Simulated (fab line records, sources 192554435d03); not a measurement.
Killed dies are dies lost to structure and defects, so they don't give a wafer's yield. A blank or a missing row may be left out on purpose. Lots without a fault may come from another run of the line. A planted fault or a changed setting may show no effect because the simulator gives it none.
fab line records | flow n5_finfet | part 2 of 2: steps 4 to 6 of 6
record lots=23 wafers=69 last_day=18
route steps=1938 shown BEOL_M5@1189 BEOL_M6@1210 BEOL_M7@1264
lots that met no fault: from a run of the same line without faults
start_h: hours from the record's first day to the start of the lot's first wafer shown | wait_h: hours since the lot's step before | " the same as in the row above | L1.1+2: a row that stands for several wafers | - no value, or no start given | * or withheld: withheld | < > ~ a bound
route shown NAME@n: a module of which the file shows steps, and the number in the route of the first | usual: mean/standard deviation of fault-free wafers | same: alike in all rows | chamber/n: place in a boat | sites: the reading at each site | _std_site: their standard deviation | _edge_site: outer sites' mean less inner sites' | radius_mm: how far each site lies from the wafer's centre | mask NAME#n: copy n | behind: the tool/chamber that last shaped the wafer | hold: why the lot was held/for how many hours/how that ended | device: the transistor (n, p or np) that didn't switch | end of line: the same wafers' tests at the end of the route | a step without rows: its recipe alone | killed: dies lost to structure and defects at the first sort, not the wafer's yield | map: a wafer's dies, x killed, . not, _ none there
set.NAME: the setting as run; set.NAME@STEP: as run at that earlier step | model.NAME: the simulator's own value behind a step, which no gauge read
steps of the route over a sample of lots; a table a step, a row a wafer
services: from which hour (start_h, from the record's first day; less than 0 if before it) a tool's chamber was out of use, for how many hours, and why
## steps
# step N5_BEOL_M6_ETCH_41
# recipe chemistry=CH3F/O2 target=SiCN target_depth_a=297 taper_deg=2 time_s=52 ion_energy_ev=120 mask_material=TiN pressure_mtorr=30 source_w=395 bias_w=75 Ar_flow_sccm=150 CH3F_flow_sccm=30 O2_flow_sccm=20
# usual drypump_motor_current_A=5.5/0.5 oes_product_au=0.77/0.059 rf_vpp_V=298.0/1.4 showerhead_plenum_p_Torr=2.04/0.058 throttle_valve_pct=16.43/0.17
# columns lot.wafer tool chamber start_h wait_h drypump_motor_current_A oes_product_au rf_hours_counter_h rf_vpp_V showerhead_plenum_p_Torr throttle_valve_pct
L076.1 rie_diel-05 1 - - 5.7 0.84 79 295.1 1.93 16.23
L076.3 " 2 " " 5.6 0.88 58 301.0 2.13 16.35
L076.6 " 2 " " 5.6 0.86 - 299.2 2.13 16.36
L077.1 rie_diel-03 3 - - 6.3 0.67 247 294.2 1.91 16.76
L077.3 " 1 " " 5.2 0.78 125 298.8 2.01 16.32
L077.6 " 1 " " 5.3 0.79 - 297.8 2.01 16.30
L075.2 rie_diel-03 2 - - 5.3 0.76 131 297.6 2.02 16.70
L075.4 " 0 " " 5.6 0.75 155 298.6 2.07 16.31
L075.6 " 1 " " 5.2 0.78 - 296.9 2.01 16.32
L080.1 rie_diel-01 1 - - 5.2 0.84 68 296.7 2.03 16.28
L080.3 " 3 " " 5.3 0.70 207 299.1 2.07 16.42
L080.6 " 3 " " 5.4 0.70 - 298.3 2.07 16.42
L074.1 rie_diel-05 3 - - 4.6 0.81 83 298.3 2.11 16.41
L074.5 " 1 " " 5.7 0.83 - 296.9 1.93 16.25
L074.6 " 2 " " 5.6 0.86 - 298.9 2.12 16.38
L081.2 rie_diel-03 2 - - 5.3 0.74 141 296.7 2.02 16.71
L081.3 " 0 " " 5.7 0.74 165 300.2 2.07 16.34
L081.5 " 0 " " 5.7 0.73 - 299.4 2.07 16.33
L079.3 rie_diel-01 2 - - 4.9 0.71 200 299.9 2.07 16.67
L079.4 " 1 " " 5.2 0.83 69 299.0 2.03 16.30
L079.6 " 2 " " 4.9 0.71 - 298.9 2.07 16.64
L082.1 rie_diel-03 2 - - 5.3 0.74 145 298.2 2.01 16.72
L082.2 " 0 " " 5.7 0.74 169 297.1 2.07 16.35
L082.4 " 3 " " 6.3 1.00 4 299.9 2.16 16.35
L083.1 rie_diel-01 1 - - 5.2 0.82 72 297.8 2.03 16.30
L083.2 " 2 " " 5.0 0.71 202 297.2 2.07 16.66
L083.4 " 0 " " 6.4 0.78 118 297.5 2.01 16.17
L084.1 rie_diel-05 0 - - 6.2 0.80 103 296.3 1.94 16.57
L084.2 " 3 " " 4.6 0.80 91 300.7 2.11 16.42
L084.6 " 0 " " 6.2 0.80 - 296.0 1.94 16.58
L085.2 rie_diel-01 3 - - 5.4 0.70 212 299.9 2.07 16.41
L085.3 " 0 " " 6.3 0.79 119 297.8 2.01 16.19
L085.6 " 2 " " 4.9 0.71 - 298.4 2.07 16.65
L086.1 rie_diel-05 2 - - 5.6 0.84 85 299.3 2.12 16.40
L086.3 " 3 " " 4.6 0.80 100 299.6 2.11 16.45
L086.6 " 2 " " 5.6 0.83 - 299.4 2.12 16.41
L088.2 rie_diel-01 1 - - 5.2 0.82 86 297.9 2.02 16.31
L088.3 " 0 " " 6.3 0.77 134 296.6 2.01 16.21
L088.5 " 3 " " 5.3 0.68 - 299.7 2.06 16.47
L087.1 rie_diel-01 2 - - 5.0 0.71 218 298.1 2.06 16.68
L087.3 " 3 " " 5.3 0.69 227 299.1 2.06 16.46
L087.6 " 0 " " 6.4 0.76 - 296.9 2.01 16.22
L089.2 rie_diel-01 2 - - 4.9 0.70 219 296.2 2.06 16.69
L089.3 " 3 " " 5.4 0.68 227 297.9 2.06 16.46
L089.4 " 1 " " 5.2 0.82 86 296.5 2.02 16.32
L090.1 rie_diel-05 3 - - 4.6 0.78 110 299.6 2.10 16.49
L090.4 " 1 " " 5.7 0.81 111 296.2 1.92 16.28
L090.5 " 0 " " 6.2 0.77 - 296.4 1.94 16.58
L091.3 rie_diel-01 3 - - 5.4 0.69 230 299.5 2.06 16.45
L091.5 " 0 " " 6.4 0.77 - 298.2 2.01 16.21
L091.6 " 1 " " 5.3 0.80 - 298.6 2.02 16.32
L092.3 rie_diel-05 0 - - 6.2 0.77 116 293.8 1.93 16.59
L092.4 " 1 " " 5.6 0.80 113 295.9 1.92 16.29
L092.6 " 2 " " 5.6 0.81 - 300.2 2.11 16.43
L093.1 rie_diel-03 0 - - 5.6 0.72 198 299.7 2.06 16.40
L093.2 " 1 " " 5.2 0.75 166 297.9 1.99 16.40
L093.4 " 3 " " 6.3 0.91 33 299.8 2.15 16.39
L094.1 rie_diel-01 3 - - 5.3 0.68 239 297.7 2.06 16.45
L094.2 " 1 " " 5.3 0.80 99 296.6 2.02 16.34
L094.5 " 1 " " 5.2 0.80 - 297.0 2.02 16.35
L095.2 rie_diel-03 2 - - 5.3 0.71 178 296.8 2.00 16.77
L095.3 " 0 " " 5.7 0.71 203 298.2 2.05 16.41
L095.4 " 2 " " 5.3 0.70 - 297.3 2.00 16.79
L096.2 rie_diel-03 2 - - 5.3 0.71 180 297.3 2.00 16.80
L096.3 " 0 " " 5.7 0.71 206 297.9 2.05 16.40
L096.4 " 3 " " 6.4 0.90 - 300.4 2.15 16.40
L097.2 rie_diel-01 0 - - 6.3 0.76 148 297.3 2.00 16.26
L097.4 " 3 " " 5.3 0.67 242 298.1 2.06 16.48
L097.5 " 2 " " 5.0 0.69 - 298.5 2.06 16.72
# step N5_BEOL_M7_CURE_74
# recipe temp_c=385 time_s=240 ambient=He/Ar material=SiCOH_lowk
# usual lamp_power_pct=52.32/0.052 wafer_temp_C_max=386.6/0.49
# columns lot.wafer tool chamber start_h wait_h lamp_power_pct wafer_temp_C_max
L076.1 uv_cure-01 0 208.53 0.0 52.35 386.9
L076.3 " 0 " " 52.38 387.0
L076.6 " 0 " " 52.32 386.7
L077.1 uv_cure-03 2 213.11 0.1 52.31 386.5
L077.3 " 2 " " 52.42 386.4
L077.6 " 2 " " 52.35 386.2
L075.2 uv_cure-01 0 216.47 0.1 52.25 386.8
L075.4 " 0 " " 52.36 386.6
L075.6 " 0 " " 52.30 386.0
L080.1 uv_cure-01 2 236.11 0.0 52.37 386.5
L080.3 " 2 " " 52.26 386.3
L080.6 " 2 " " 52.35 385.9
L074.1 uv_cure-02 2 237.95 0.0 52.31 386.7
L074.5 " 2 " " 52.36 387.4
L074.6 " 2 " " 52.27 387.0
L081.2 uv_cure-01 0 238.56 0.1 52.22 387.0
L081.3 " 0 " " 52.42 386.8
L081.5 " 0 " " 52.32 387.2
L079.3 uv_cure-03 0 238.58 0.2 52.33 386.4
L079.4 " 0 " " 52.26 385.9
L079.6 " 0 " " 52.43 386.1
L082.1 uv_cure-01 1 248.10 0.0 52.36 387.0
L082.2 " 1 " " 52.32 386.5
L082.4 " 1 " " 52.25 386.7
L083.1 uv_cure-02 2 259.60 0.0 52.26 387.0
L083.2 " 2 " " 52.32 387.5
L083.4 " 2 " " 52.32 386.5
L084.1 uv_cure-01 2 259.71 0.0 52.37 386.0
L084.2 " 2 " " 52.31 387.1
L084.6 " 2 " " 52.27 386.3
L085.2 uv_cure-01 0 263.32 0.1 52.38 386.9
L085.3 " 0 " " 52.35 387.4
L085.6 " 0 " " 52.43 386.7
L086.1 uv_cure-01 2 279.03 0.0 52.34 385.8
L086.3 " 2 " " 52.32 386.5
L086.6 " 2 " " 52.29 386.0
L088.2 uv_cure-03 0 302.34 0.1 52.35 385.9
L088.3 " 0 " " 52.15 386.1
L088.5 " 0 " " 52.29 385.9
L087.1 uv_cure-01 1 303.04 0.0 52.33 386.2
L087.3 " 1 " " 52.33 386.8
L087.6 " 1 " " 52.25 386.7
L089.2 uv_cure-01 1 305.02 0.1 52.30 386.3
L089.3 " 1 " " 52.37 385.6
L089.4 " 1 " " 52.32 385.9
L090.1 uv_cure-02 1 307.34 0.0 52.29 386.9
L090.4 " 1 " " 52.28 386.6
L090.5 " 1 " " 52.29 386.5
L091.3 uv_cure-01 2 310.93 0.2 52.30 386.1
L091.5 " 2 " " 52.34 386.2
L091.6 " 2 " " 52.32 385.5
L092.3 uv_cure-02 0 311.46 0.2 52.41 387.1
L092.4 " 0 " " 52.33 386.5
L092.6 " 0 " " 52.26 386.2
L093.1 uv_cure-02 1 328.66 0.0 52.25 387.4
L093.2 " 1 " " 52.39 386.9
L093.4 " 1 " " 52.32 386.6
L094.1 uv_cure-01 2 338.89 0.0 52.38 386.5
L094.2 " 2 " " 52.45 386.1
L094.5 " 2 " " 52.33 385.9
L095.2 uv_cure-03 2 341.41 0.1 52.34 386.6
L095.3 " 2 " " 52.42 386.0
L095.4 " 2 " " 52.35 386.2
L096.2 uv_cure-01 0 348.40 0.1 52.40 386.9
L096.3 " 0 " " 52.35 386.5
L096.4 " 0 " " 52.32 386.9
L097.2 uv_cure-02 2 348.67 0.3 52.37 386.6
L097.4 " 2 " " 52.36 387.3
L097.5 " 2 " " 52.35 386.7
# step N5_BEOL_M7_HM_OPEN_17
# recipe chemistry=Cl2/BCl3 target_depth_a=200 overetch_a=60 target=TiN mask_material=SOC ion_energy_ev=150 pressure_mtorr=10 icp_w=1000 bias_w=126 Cl2_flow_sccm=53.25 bcl3_flow_sccm=21.75 Ar_flow_sccm=25
# usual drypump_motor_current_A=5.8/0.46 oes_product_au=0.68/0.081 throttle_valve_pct=22.35/0.2
# columns lot.wafer tool chamber start_h wait_h drypump_motor_current_A oes_product_au rf_hours_counter_h throttle_valve_pct
L076.1 rie_metal-02 0 211.51 0.0 5.6 0.55 115 22.44
L076.3 " 0 " " 5.6 0.54 - 22.45
L076.6 " 0 " " 5.6 0.55 - 22.45
L077.1 rie_metal-01 0 216.39 0.0 6.1 0.77 7 22.25
L077.3 " 0 " " 6.0 0.77 - 22.23
L077.6 " 0 " " 6.0 0.77 - 22.25
L075.2 rie_metal-02 1 220.10 0.0 4.9 0.62 73 22.34
L075.4 " 0 " " 5.7 0.54 - 22.44
L075.6 " 1 " " 5.0 0.63 - 22.32
L080.1 rie_metal-03 1 239.81 0.0 6.4 0.74 15 21.97
L080.3 " 1 " " 6.4 0.73 - 21.95
L080.6 " 0 " " 6.4 0.59 - 22.63
L079.3 rie_metal-01 0 240.85 0.1 6.1 0.76 - 22.25
L079.4 " 1 " " 5.8 0.70 - 22.54
L079.6 " 1 " " 5.8 0.71 - 22.52
L074.1 rie_metal-01 1 241.02 0.0 5.8 0.72 25 22.52
L074.5 " 1 " " 5.8 0.72 - 22.54
L074.6 " 0 " " 6.0 0.76 - 22.23
L081.2 rie_metal-03 0 241.16 0.0 6.4 0.58 88 22.63
L081.3 " 0 " " 6.5 0.59 - 22.61
L081.5 " 1 " " 6.4 0.74 - 21.96
L082.1 rie_metal-03 1 252.75 0.0 6.4 0.73 16 21.99
L082.2 " 0 " " 6.5 0.58 89 22.63
L082.4 " 0 " " 6.5 0.59 - 22.62
L083.1 rie_metal-01 1 261.79 0.0 5.8 0.71 27 22.51
L083.2 " 0 " " 6.0 0.75 10 22.29
L083.4 " 1 " " 5.9 0.72 - 22.53
L084.1 rie_metal-02 1 262.05 0.0 5.0 0.62 77 22.34
L084.2 " 0 " " 5.6 0.54 120 22.46
L084.6 " 1 " " 5.0 0.60 - 22.36
L085.2 rie_metal-02 1 265.05 0.0 5.0 0.62 77 22.31
L085.3 " 1 " " 4.9 0.62 - 22.32
L085.6 " 1 " " 5.0 0.61 - 22.32
L086.1 rie_metal-01 0 282.12 0.0 6.1 0.75 13 22.25
L086.3 " 1 " " 5.8 0.72 - 22.55
L086.6 " 0 " " 6.1 0.74 - 22.25
L088.2 rie_metal-02 1 304.57 0.0 5.0 0.60 81 22.35
L088.3 " 1 " " 5.0 0.60 - 22.34
L088.5 " 1 " " 5.0 0.60 - 22.36
L087.1 rie_metal-01 1 304.81 0.0 5.8 0.70 31 22.56
L087.3 " 1 " " 5.8 0.69 - 22.55
L087.6 " 0 " " 6.0 0.73 - 22.27
L089.2 rie_metal-02 0 307.58 0.0 5.6 0.84 2 22.04
L089.3 " 1 " " 5.0 0.61 - 22.33
L089.4 " 0 " " 5.6 0.83 - 22.04
L090.1 rie_metal-01 1 311.68 0.0 5.8 0.69 31 22.55
L090.4 " 1 " " 5.8 0.69 - 22.57
L090.5 " 1 " " 5.8 0.70 - 22.55
L091.3 rie_metal-02 1 314.27 0.1 5.0 0.60 - 22.37
L091.5 " 0 " " 5.6 0.81 - 22.06
L091.6 " 1 " " 5.0 0.60 - 22.34
L092.3 rie_metal-02 0 314.53 0.1 5.6 0.80 - 22.07
L092.4 " 1 " " 4.9 0.60 - 22.37
L092.6 " 0 " " 5.6 0.81 - 22.05
L093.1 rie_metal-02 1 331.68 0.0 5.0 0.61 84 22.34
L093.2 " 0 " " 5.6 0.81 6 22.03
L093.4 " 0 " " 5.6 0.81 - 22.04
L094.1 rie_metal-01 0 340.94 0.0 6.0 0.71 19 22.27
L094.2 " 1 " " 5.9 0.69 35 22.54
L094.5 " 1 " " 5.8 0.69 - 22.55
L095.2 rie_metal-01 1 346.53 0.1 5.8 0.70 - 22.55
L095.3 " 1 " " 5.8 0.68 - 22.56
L095.4 " 1 " " 5.8 0.69 - 22.55
L096.2 rie_metal-01 1 349.95 0.1 5.8 0.68 - 22.57
L096.3 " 1 " " 5.8 0.69 - 22.55
L096.4 " 1 " " 5.8 0.69 - 22.55
L097.2 rie_metal-01 1 350.25 0.1 5.8 0.69 - 22.56
L097.4 " 1 " " 5.8 0.69 - 22.54
L097.5 " 1 " " 5.8 0.68 - 22.57
## services
# columns tool chamber start_h hours kind
cvd_co-02 - 185.55 0.8 repair
cvd_co-01 0 196.13 2.6 repair
cvd_co-01 - 197.12 0.5 repair
cvd_co-02 - 198.07 14.6 pm
uv_cure-01 - 201.96 0.4 repair
rie_diel-03 3 216.77 - clean
rie_diel-03 3 216.77 - consumable_replace:focus_ring
rie_diel-03 3 216.77 - consumable_replace:showerhead
rie_diel-01 0 228.17 6.0 repair
rie_diel-01 - 238.12 15.6 pm
uv_cure-01 - 250.88 7.5 pm
rie_diel-01 1 263.76 3.0 repair
rie_diel-05 1 270.84 14.1 repair
rie_metal-01 - 293.33 0.5 repair
uv_cure-03 - 310.08 2.0 repair
uv_cure-03 - 316.30 7.5 pm
uv_cure-02 - 317.76 1.0 pm
rie_metal-02 1 320.48 2.3 repair
rie_diel-01 - 322.39 0.2 repair
rie_metal-02 - 325.32 0.7 repair
uv_cure-02 - 332.44 2.8 pm
rie_diel-03 1 336.08 13.1 repair
rie_metal-01 0 342.64 13.4 repair
uv_cure-03 - 344.29 6.5 repair
